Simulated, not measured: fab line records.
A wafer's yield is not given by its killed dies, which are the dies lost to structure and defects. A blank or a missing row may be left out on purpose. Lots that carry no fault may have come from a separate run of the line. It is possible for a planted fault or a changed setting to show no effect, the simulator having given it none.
Split-lot experiment :: flow n5 finfet :: 39 wafers read from 7 lots, route of 1938 steps

== THE SPLIT ==
At N5_SD_EPI_N_EPI_21 (deposits Si:P, time 690 s), the setting time s was moved away from the recipe's 690 s on 18 of the 39 wafers read, by -16.7% to +20.1%. The other wafers ran this setting at the recipe's value.

== FROM THE SPLIT TO THE READING: what the file shows between them, 6 steps ==
- N5_SD_EPI_N_EPI_MEAS_23
- N5_SD_EPI_N_PRECLEAN_24: cleans in O3/DIW, time 60 s
- N5_SD_EPI_N_SRD_25: time 30 s
- N5_SD_EPI_P_EPI_21: deposits SiGe:B, time 355 s
- N5_SD_EPI_P_HM_STRIP_48: strips SiNx in H3PO4, material SiNx, target depth 3 nm
- N5_SD_ACTIVATION_LSA_01: time 0.0008 s (also split here: time s)

== THE READING ==
RS_SD_N in ohm/sq, measured at N5_SD_ACTIVATION_RS_MEAS_03 by four-point-probe. On this fab line, fault-free wafers typically give 21.85 ohm/sq with a standard deviation of 0.3 ohm/sq.

wafer: L075.1
tool, chamber at the split: epi rpcvd-02, 0
time s as run, s: 690
against the recipe: recipe
RS_SD_N, ohm/sq: 22.23
against lot-mates on the recipe: -

wafer: L075.2
tool, chamber at the split: epi rpcvd-02, 0
time s as run, s: 690
against the recipe: recipe
RS_SD_N, ohm/sq: 21.55
against lot-mates on the recipe: -

wafer: L075.3
tool, chamber at the split: epi rpcvd-02, 0
time s as run, s: 690
against the recipe: recipe
RS_SD_N, ohm/sq: 22.45
against lot-mates on the recipe: -

wafer: L075.4
tool, chamber at the split: epi rpcvd-02, 0
time s as run, s: 740.3
against the recipe: +7.3%
RS_SD_N, ohm/sq: 20.28
against lot-mates on the recipe: -1.80

wafer: L075.5
tool, chamber at the split: epi rpcvd-02, 0
time s as run, s: 740.3
against the recipe: +7.3%
RS_SD_N, ohm/sq: 21.31
against lot-mates on the recipe: -0.77

wafer: L075.6
tool, chamber at the split: epi rpcvd-02, 0
time s as run, s: 740.3
against the recipe: +7.3%
RS_SD_N, ohm/sq: 20.38
against lot-mates on the recipe: -1.70

wafer: L078.1
tool, chamber at the split: epi rpcvd-03, 0
time s as run, s: 799.6
against the recipe: +15.9%
RS_SD_N, ohm/sq: 19.90
against lot-mates on the recipe: -2.74

wafer: L078.2
tool, chamber at the split: epi rpcvd-03, 0
time s as run, s: 690
against the recipe: recipe
RS_SD_N, ohm/sq: 23.03
against lot-mates on the recipe: -

wafer: L078.3
tool, chamber at the split: epi rpcvd-03, 0
time s as run, s: 799.6
against the recipe: +15.9%
RS_SD_N, ohm/sq: 19.94
against lot-mates on the recipe: -2.70

wafer: L078.4
tool, chamber at the split: epi rpcvd-03, 0
time s as run, s: 799.6
against the recipe: +15.9%
RS_SD_N, ohm/sq: 20.82
against lot-mates on the recipe: -1.82

wafer: L078.5
tool, chamber at the split: epi rpcvd-03, 0
time s as run, s: 690
against the recipe: recipe
RS_SD_N, ohm/sq: 21.93
against lot-mates on the recipe: -

wafer: L078.6
tool, chamber at the split: epi rpcvd-03, 0
time s as run, s: 690
against the recipe: recipe
RS_SD_N, ohm/sq: 22.96
against lot-mates on the recipe: -

wafer: L079.1
tool, chamber at the split: epi rpcvd-01, 0
time s as run, s: 690
against the recipe: recipe
RS_SD_N, ohm/sq: 22.46
against lot-mates on the recipe: -

wafer: L079.2
tool, chamber at the split: epi rpcvd-01, 0
time s as run, s: 574.6
against the recipe: -16.7%
RS_SD_N, ohm/sq: 25.73
against lot-mates on the recipe: +3.85

wafer: L079.3
tool, chamber at the split: epi rpcvd-01, 0
time s as run, s: 574.6
against the recipe: -16.7%
RS_SD_N, ohm/sq: 25.57
against lot-mates on the recipe: +3.69

wafer: L079.4
tool, chamber at the split: epi rpcvd-01, 0
time s as run, s: 690
against the recipe: recipe
RS_SD_N, ohm/sq: 21.65
against lot-mates on the recipe: -

wafer: L079.5
tool, chamber at the split: epi rpcvd-01, 0
time s as run, s: 574.6
against the recipe: -16.7%
RS_SD_N, ohm/sq: 24.80
against lot-mates on the recipe: +2.92

wafer: L079.6
tool, chamber at the split: epi rpcvd-01, 0
time s as run, s: 690
against the recipe: recipe
RS_SD_N, ohm/sq: 21.52
against lot-mates on the recipe: -

wafer: L080.1
tool, chamber at the split: epi rpcvd-02, 0
time s as run, s: 690
against the recipe: recipe
RS_SD_N, ohm/sq: 21.97
against lot-mates on the recipe: -

wafer: L080.2
tool, chamber at the split: epi rpcvd-02, 0
time s as run, s: 690
against the recipe: recipe
RS_SD_N, ohm/sq: 22.50
against lot-mates on the recipe: -

wafer: L080.3
tool, chamber at the split: epi rpcvd-02, 0
time s as run, s: 647.3
against the recipe: -6.2%
RS_SD_N, ohm/sq: 23.06
against lot-mates on the recipe: +1.02

wafer: L080.4
tool, chamber at the split: epi rpcvd-02, 0
time s as run, s: 647.3
against the recipe: -6.2%
RS_SD_N, ohm/sq: 23.44
against lot-mates on the recipe: +1.40

wafer: L080.5
tool, chamber at the split: epi rpcvd-02, 0
time s as run, s: 690
against the recipe: recipe
RS_SD_N, ohm/sq: 21.65
against lot-mates on the recipe: -

wafer: L080.6
tool, chamber at the split: epi rpcvd-02, 0
time s as run, s: 647.3
against the recipe: -6.2%
RS_SD_N, ohm/sq: 22.57
against lot-mates on the recipe: +0.53

wafer: L085.1
tool, chamber at the split: epi rpcvd-01, 0
time s as run, s: 579.7
against the recipe: -16.0%
RS_SD_N, ohm/sq: 23.56
against lot-mates on the recipe: +1.89

wafer: L085.2
tool, chamber at the split: epi rpcvd-01, 0
time s as run, s: 690
against the recipe: recipe
RS_SD_N, ohm/sq: 21.65
against lot-mates on the recipe: -

wafer: L085.3
tool, chamber at the split: epi rpcvd-01, 0
time s as run, s: 690
against the recipe: recipe
RS_SD_N, ohm/sq: 21.53
against lot-mates on the recipe: -

wafer: L085.4
tool, chamber at the split: epi rpcvd-01, 0
time s as run, s: 579.7
against the recipe: -16.0%
RS_SD_N, ohm/sq: 24.24
against lot-mates on the recipe: +2.57

wafer: L085.5
tool, chamber at the split: epi rpcvd-01, 0
time s as run, s: 690
against the recipe: recipe
RS_SD_N, ohm/sq: 21.82
against lot-mates on the recipe: -

wafer: L085.6
tool, chamber at the split: epi rpcvd-01, 0
time s as run, s: 579.7
against the recipe: -16.0%
RS_SD_N, ohm/sq: 24.83
against lot-mates on the recipe: +3.16

wafer: L087.1
tool, chamber at the split: epi rpcvd-01, 0
time s as run, s: 690
against the recipe: recipe
RS_SD_N, ohm/sq: 21.62
against lot-mates on the recipe: -

wafer: L087.4
tool, chamber at the split: epi rpcvd-01, 0
time s as run, s: 690
against the recipe: recipe
RS_SD_N, ohm/sq: 21.74
against lot-mates on the recipe: -

wafer: L087.5
tool, chamber at the split: epi rpcvd-01, 0
time s as run, s: 690
against the recipe: recipe
RS_SD_N, ohm/sq: 21.57
against lot-mates on the recipe: -

wafer: L092.1
tool, chamber at the split: epi rpcvd-02, 0
time s as run, s: 828.5
against the recipe: +20.1%
RS_SD_N, ohm/sq: 18.97
against lot-mates on the recipe: -2.43

wafer: L092.2
tool, chamber at the split: epi rpcvd-02, 0
time s as run, s: 690
against the recipe: recipe
RS_SD_N, ohm/sq: 21.12
against lot-mates on the recipe: -

wafer: L092.3
tool, chamber at the split: epi rpcvd-02, 0
time s as run, s: 828.5
against the recipe: +20.1%
RS_SD_N, ohm/sq: 19.00
against lot-mates on the recipe: -2.40

wafer: L092.4
tool, chamber at the split: epi rpcvd-02, 0
time s as run, s: 690
against the recipe: recipe
RS_SD_N, ohm/sq: 21.57
against lot-mates on the recipe: -

wafer: L092.5
tool, chamber at the split: epi rpcvd-02, 0
time s as run, s: 828.5
against the recipe: +20.1%
RS_SD_N, ohm/sq: 18.60
against lot-mates on the recipe: -2.80

wafer: L092.6
tool, chamber at the split: epi rpcvd-02, 0
time s as run, s: 690
against the recipe: recipe
RS_SD_N, ohm/sq: 21.50
against lot-mates on the recipe: -

THE FIT
A straight line over all 39 wafers: RS_SD_N changes by -0.155 ohm/sq for each +1% of time s; r = -0.94; the points scatter about the line by 0.57 ohm/sq.
The same after taking each lot's own level away (the mean of its wafers on the recipe; 39 wafers): -0.16 ohm/sq for each +1%; r = -0.96; scatter 0.48 ohm/sq.
On that fit, the largest move of time s shifts the reading by 3.2 ohm/sq.
The lots' own levels span 21.397 to 22.640 ohm/sq, that is 4.1 times the standard deviation above.
The two slopes are in agreement: the lot-to-lot level therefore moves the slope only a little.
Check: -3.21 ohm/sq against its lot-mates is what the line predicts for one of the wafers moved furthest among these (+20.1%) when that wafer is left out of the fit. It came out at -2.43 ohm/sq against them.

== THE OTHER SPLITS THESE WAFERS WENT THROUGH ==
Note: prior to the reading, these wafers also went through further splits. Each is held against what the fit with the lots' levels taken away leaves over:
other split on the same wafers: N5_DUMMY_GATE_ETCH_37 source w
wafers away from the commonest value: 15
r with RS_SD_N (lot level and that fit taken away): -0.13

other split on the same wafers: N5_DUMMY_GATE_ETCH_32 time s
wafers away from the commonest value: 12
r with RS_SD_N (lot level and that fit taken away): +0.12

other split on the same wafers: N5_SD_ACTIVATION_LSA_01 time s
wafers away from the commonest value: 18
r with RS_SD_N (lot level and that fit taken away): -0.48

== THE WHOLE CHAIN: every reading that the file lists as answering this split, in the file's order ==
step: N5_SD_EPI_N_EPI_21
what it does: deposits Si:P, time 690 s
reading: Si-P_of_SD_EPI_N_EPI_21.thk nm (the simulator's own value, which no gauge read)
change (the file's fit): +0.399 nm for each +1% of the setting
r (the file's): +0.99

step: N5_SD_EPI_N_EPI_MEAS_23
what it does: 
reading: thk nm
change (the file's fit): withheld for each +1% of the setting
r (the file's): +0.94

step: N5_SD_EPI_P_HM_STRIP_48
what it does: strips SiNx in H3PO4, material SiNx, target depth 3 nm
reading: Si-P_of_SD_EPI_N_EPI_21.thk nm (the simulator's own value, which no gauge read)
change (the file's fit): +0.391 nm for each +1% of the setting
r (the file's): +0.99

step: N5_SD_ACTIVATION_RS_MEAS_03
what it does: measures by four-point-probe
reading: RS_SD_N
change (the file's fit): -0.16 for each +1% of the setting
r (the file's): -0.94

== THE FILE'S OWN FIT ==
RS_SD_N changes by -0.16 ohm/sq for each +1% of time s, r = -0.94.
